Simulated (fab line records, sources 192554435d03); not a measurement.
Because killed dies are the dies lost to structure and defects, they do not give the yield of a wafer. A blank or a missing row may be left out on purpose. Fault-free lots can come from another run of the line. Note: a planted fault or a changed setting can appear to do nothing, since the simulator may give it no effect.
Matching of chambers	flow n5_finfet	N5_HKMG_FIN_CMP_94 on cmp-01 has 4 sister chambers
The step polishes, stops on SiNx, t overpolish 4.7 s, target thk 43.299 nm. 8 wafers are shown with their chamber, then 11 later ones without.

== EACH WAFER AND ITS CHAMBER ==
wafer	chamber	motor_current_A (A)
L085.3	1	10.5
L085.6	0	14.0
L087.3	3	10.8
L087.5	2	14.9
L089.1	2	15.6
L089.3	3	10.6
L089.4	0	13.9
L090.1	1	9.9

== WAFERS WITHOUT THEIR CHAMBER ==
wafer	motor_current_A (A)
L090.2	15.4
L090.6	10.4
L092.1	10.2
L092.3	14.9
L092.6	10.5
L094.2	10.8
L094.3	10.5
L094.6	15.0
L097.3	9.9
L097.5	14.9
L097.6	11.8

== WHICH CHAMBER EACH WENT THROUGH ==
wafer	from the rows above	in truth
L090.2	2	2
L090.6	can't be placed: 1 or 3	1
L092.1	can't be placed: 1 or 3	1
L092.3	can't be placed: 2 or 0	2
L092.6	can't be placed: 3 or 1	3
L094.2	can't be placed: 3 or 1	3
L094.3	can't be placed: 3 or 1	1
L094.6	2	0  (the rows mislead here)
L097.3	can't be placed: 1 or 3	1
L097.5	can't be placed: 2 or 0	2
L097.6	can't be placed: 3 or 1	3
Correctly placed: 1 of 11. Cannot be placed on the basis of these rows: 9; the candidates contain the true chamber in 9. Placed wrongly: 1.
How it was worked out, from the rows above alone: a wafer's distance from a chamber is the root of the sum, over the readings, of the square of ((its reading less the chamber's mean) divided by the reading's scatter). If the next closest chamber is less than 2 further off than the closest, the wafer can't be placed; otherwise it belongs to the closest. The mean given for a chamber averages the wafers shown for that chamber. The scatter: the root of (the sum of the squares of (reading less its chamber's mean) over the shown wafers, divided by (wafers less chambers)).
